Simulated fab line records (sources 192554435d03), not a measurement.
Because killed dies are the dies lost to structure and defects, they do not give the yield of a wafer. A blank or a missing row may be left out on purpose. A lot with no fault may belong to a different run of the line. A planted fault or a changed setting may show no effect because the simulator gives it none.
Which tool was responsible? | flow n5Finfet | Sampling: 10 lots, 30 wafers, 5 of 1938 route steps

WHAT THE GAUGES READ, wafer by wafer
N5_BEOL_M4_INSPECT_13: inspects for defects (brightfield). Usual: rawDefectCount 412, standard deviation 110.
lot  | measured     | on               | rawDefectCount | flag
L162 | day 7 09:58  | defectInspect-02 | 427 461 464    | 
L165 | day 8 03:59  | defectInspect-01 | 541 313 373    | 
L166 | day 8 15:08  | defectInspect-01 | 637 413 626    | 
L170 | day 9 15:47  | defectInspect-01 | 491 566 548    | 
L172 | day 10 04:22 | defectInspect-01 | 526 494 683    | 
L178 | day 11 08:20 | defectInspect-01 | 505 334 331    | 
L179 | day 12 05:14 | defectInspect-02 | 584 595 334    | 
L182 | day 12 07:38 | defectInspect-01 | 225 196 333    | 
L183 | day 12 14:43 | defectInspect-01 | 273 282 335    | 
L185 | day 14 00:07 | defectInspect-01 | 373 345 441    | 

N5_BEOL_M4_INSPECT_30: inspects for defects (brightfield). Usual: rawDefectCount 412, standard deviation 110.
lot  | measured     | on               | rawDefectCount | flag
L162 | day 7 10:50  | defectInspect-01 | 398 490 456    | 
L165 | day 8 04:51  | defectInspect-02 | 544 300 360    | 
L166 | day 8 16:08  | defectInspect-01 | 651 415 598    | 
L170 | day 9 16:40  | defectInspect-01 | 477 574 551    | 
L172 | day 10 05:25 | defectInspect-02 | 494 509 688    | 
L178 | day 11 09:13 | defectInspect-02 | 511 335 325    | 
L179 | day 12 06:14 | defectInspect-02 | 600 585 322    | 
L182 | day 12 08:43 | defectInspect-01 | 235 191 342    | 
L183 | day 12 15:58 | defectInspect-01 | 263 288 328    | 
L185 | day 14 01:04 | defectInspect-02 | 406 338 456    | 

N5_BEOL_M4_RC_MEAS_101. Usual: DIBL_N 35.7 mV/V, standard deviation 1.3; DIBL_P 35.4 mV/V, standard deviation 1.8; IOFF_N 0.152 nA/um, standard deviation 0.027; IOFF_P 0.20 nA/um, standard deviation 0.034; ION_N 672 uA/um, standard deviation 9.8; ION_P 461 uA/um, standard deviation 7.5; SS_N 71.4 mV/dec, standard deviation 0.55; SS_P 73.1 mV/dec, standard deviation 0.61; VT_N 251 mV, standard deviation 3.3; VT_P -251 mV, standard deviation 3.6.
lot  | measured     | on        | DIBL_N (mV/V)  | DIBL_P (mV/V)  | IOFF_N (nA/um)    | IOFF_P (nA/um) | ION_N (uA/um) | ION_P (uA/um) | SS_N (mV/dec)  | SS_P (mV/dec)  | VT_N (mV)   | VT_P (mV)      | flag
L162 | day 7 18:44  | prober-02 | 37.2 35.0 35.2 | 39.2 38.2 36.6 | 0.199 0.160 0.161 | 0.27 0.24 0.22 | 681 672 684   | 469 465 467   | 72.2 71.1 71.0 | 74.2 73.9 73.7 | 247 248 248 | -244 -246 -247 | 
L165 | day 8 13:11  | prober-02 | 34.3 34.6 33.5 | 36.0 34.9 35.0 | 0.149 0.144 0.146 | 0.18 0.17 0.17 | 676 664 670   | 457 455 459   | 70.9 71.6 70.7 | 72.8 72.0 73.0 | 252 254 251 | -255 -253 -252 | 
L166 | day 8 23:14  | prober-01 | 35.8 36.4 36.6 | 36.2 37.6 37.3 | 0.162 0.186 0.188 | 0.18 0.19 0.19 | 676 688 673   | 452 469 453   | 71.3 71.3 72.3 | 73.1 73.7 73.8 | 253 246 251 | -258 -252 -253 | 
L170 | day 10 02:28 | prober-02 | 33.7 35.1 33.6 | 32.3 34.0 32.7 | 0.114 0.131 0.112 | 0.16 0.19 0.17 | 666 674 666   | 458 463 467   | 70.7 71.6 72.0 | 72.2 72.7 72.5 | 256 255 255 | -253 -253 -255 | 
L172 | day 10 11:20 | prober-02 | 37.7 35.7 34.8 | 38.4 35.6 34.8 | 0.186 0.148 0.139 | 0.26 0.22 0.21 | 680 662 677   | 466 463 465   | 72.5 71.3 70.7 | 74.4 73.1 73.3 | 250 250 250 | -245 -248 -248 | 
L178 | day 11 21:49 | prober-01 | 35.0 34.2 34.6 | 34.7 32.8 33.7 | 0.129 0.116 0.115 | 0.19 0.16 0.17 | 657 658 653   | 458 456 453   | 71.1 71.4 70.1 | 73.4 72.4 72.1 | 253 257 256 | -250 -252 -250 | 
L179 | day 12 15:07 | prober-01 | 34.7 33.4 35.4 | 33.2 31.7 35.0 | 0.143 0.122 0.164 | 0.19 0.17 0.21 | 674 666 676   | 463 462 469   | 72.2 71.8 72.1 | 73.0 73.3 73.5 | 252 254 252 | -249 -251 -249 | 
L182 | day 12 17:35 | prober-02 | 33.4 33.5 36.0 | 34.1 33.9 36.6 | 0.116 0.108 0.151 | 0.15 0.15 0.18 | 656 649 663   | 451 445 452   | 71.0 70.8 71.3 | 72.4 72.5 73.1 | 256 258 251 | -258 -256 -257 | 
L183 | day 12 22:13 | prober-02 | 35.3 37.8 35.5 | 35.0 38.1 35.2 | 0.137 0.182 0.137 | 0.18 0.22 0.18 | 679 689 678   | 464 468 466   | 70.7 71.5 71.0 | 72.9 73.6 73.5 | 254 249 250 | -252 -249 -253 | 
L185 | day 14 06:29 | prober-02 | 34.8 33.8 35.4 | 33.5 32.4 34.7 | 0.121 0.104 0.132 | 0.19 0.17 0.20 | 674 653 668   | 459 457 467   | 70.5 70.8 71.3 | 73.0 72.3 73.0 | 254 259 252 | -252 -253 -249 | 

WHAT TOOL EACH LOT RAN ON (gives the tool, then ch and the chambers of the sampled wafers, and finally the start)
lot  | N5_BEOL_M4_ALD_98                | N5_BEOL_M4_TRENCH_ETCH_37
L162 | aldSin-02 ch 2,3, day 7 11:10    | rieDiel-01 ch 1,2,3, day 7 18:44 or earlier
L165 | aldSin-03 ch 1,2, day 8 05:06    | rieDiel-06 ch 0,1,2, day 8 13:11 or earlier
L166 | aldSin-02 ch 0,2,3, day 8 16:25  | rieDiel-01 ch 0,1,3, day 8 23:14 or earlier
L170 | aldSin-02 ch 0,1,2, day 9 16:57  | rieDiel-01 ch 0,1, day 10 02:28 or earlier
L172 | aldSin-02 ch 2,3, day 10 05:35   | rieDiel-01 ch 1,2, day 10 11:20 or earlier
L178 | aldSin-04 ch 0,2,3, day 11 09:50 | rieDiel-05 ch 0,1,2, day 11 21:49 or earlier
L179 | aldSin-03 ch 1,2, day 12 06:24   | rieDiel-05 ch 0,2,3, day 12 15:07 or earlier
L182 | aldSin-04 ch 0,3, day 12 09:07   | rieDiel-06 ch 0,1,3, day 12 17:35 or earlier
L183 | aldSin-03 ch 0,3, day 12 17:37   | rieDiel-05 ch 0,2, day 12 22:13 or earlier
L185 | aldSin-02 ch 1,3, day 14 01:56   | rieDiel-06 ch 0,3, day 14 06:29 or earlier
- N5_BEOL_M4_ALD_98: deposits SiO2, target thk 2.5 nm, pulse time 1 s, co reactant pulse time 1 s.
- N5_BEOL_M4_TRENCH_ETCH_37: etches SiOC in C4F6/O2, target depth 55.555 nm, time 29.2 s.

AS READ BY THE TOOLS THEMSELVES (means over the sampled wafers that have a number; for cases with no such wafer, the mark the record gives instead)
N5_BEOL_M4_ALD_98. Usual: chamberPressureTorr 2.000 Torr, standard deviation 0.0043; heaterPowerW 79 W, standard deviation 6.4; precursorPulseHeightRel 0.999, standard deviation 0.02; susceptorTempC 100.00 C, standard deviation 0.12.
lot  | tool      | chamberPressureTorr (Torr) | heaterPowerW (W) | precursorPulseHeightRel | susceptorTempC (C) | flag
L162 | aldSin-02 | 2.001                      | 73               | 0.981                   | 100.04             | 
L165 | aldSin-03 | 1.998                      | 75               | 0.994                   | 99.81              | 
L166 | aldSin-02 | 2.001                      | 71               | 0.985                   | 100.06             | 
L170 | aldSin-02 | 1.998                      | 74               | 0.994                   | 99.91              | 
L172 | aldSin-02 | 2.008                      | 72               | 0.999                   | 100.13             | 
L178 | aldSin-04 | 2.001                      | 82               | 1.013                   | 99.93              | 
L179 | aldSin-03 | 2.001                      | 79               | 1.007                   | 100.06             | 
L182 | aldSin-04 | 1.995                      | 86               | 0.999                   | 99.99              | 
L183 | aldSin-03 | 1.997                      | 86               | 1.000                   | 99.94              | 
L185 | aldSin-02 | 1.998                      | 76               | 1.003                   | 100.10             | 

N5_BEOL_M4_TRENCH_ETCH_37. Usual: drypumpMotorCurrentA 5.6 A, standard deviation 0.44; oes_f_703_au 0.80 a.u., standard deviation 0.074; oesProductAu 0.79 a.u., standard deviation 0.075; rfVppV 663 V, standard deviation 4.9; showerheadPlenumPTorr 2.84 Torr, standard deviation 0.097; throttleValvePct 20.86 %, standard deviation 0.27.
lot  | tool       | drypumpMotorCurrentA (A) | oes_f_703_au (a.u.) | oesProductAu (a.u.) | rfVppV (V) | showerheadPlenumPTorr (Torr) | throttleValvePct (%) | flag
L162 | rieDiel-01 | 5.5                      | 0.77                | 0.77                | 663        | 2.77                         | 20.68                | 
L165 | rieDiel-06 | 5.6                      | 0.82                | 0.80                | 661        | 2.95                         | 21.00                | 
L166 | rieDiel-01 | 5.7                      | 0.73                | 0.73                | 663        | 2.80                         | 20.94                | 
L170 | rieDiel-01 | 5.8                      | 0.69                | 0.68                | 661        | 2.82                         | 21.13                | 
L172 | rieDiel-01 | 5.4                      | 0.75                | 0.74                | 661        | 2.76                         | 20.77                | 
L178 | rieDiel-05 | 5.7                      | 0.85                | 0.85                | 661        | 2.80                         | 20.77                | 
L179 | rieDiel-05 | 5.4                      | 0.82                | 0.83                | 665        | 2.84                         | 20.85                | 
L182 | rieDiel-06 | 5.6                      | 0.86                | 0.85                | 664        | 2.97                         | 21.00                | 
L183 | rieDiel-05 | 5.6                      | 0.82                | 0.82                | 659        | 2.76                         | 20.96                | 
L185 | rieDiel-06 | 5.1                      | 0.84                | 0.83                | 667        | 2.95                         | 21.03                | 

THE ANSWER, worked out from the rows above alone
Rule: a lot is off if the mean of its wafers that have a number lies more than 3 standard deviations from the usual mean. Also off: a lot with no number at a reading for which 4 or more lots have one. All remaining lots with rows at the step are treated as sound. The gauges are gone through in route order, then the tools' own readings, and for those a lot's mean is taken as printed above. At the first step where some lot is off, the reading lying furthest off is the one used; lots without a number count as furthest.
Nothing can be told from this: no lot is off at any reading shown.

WHAT THE SIMULATOR HAD INSERTED
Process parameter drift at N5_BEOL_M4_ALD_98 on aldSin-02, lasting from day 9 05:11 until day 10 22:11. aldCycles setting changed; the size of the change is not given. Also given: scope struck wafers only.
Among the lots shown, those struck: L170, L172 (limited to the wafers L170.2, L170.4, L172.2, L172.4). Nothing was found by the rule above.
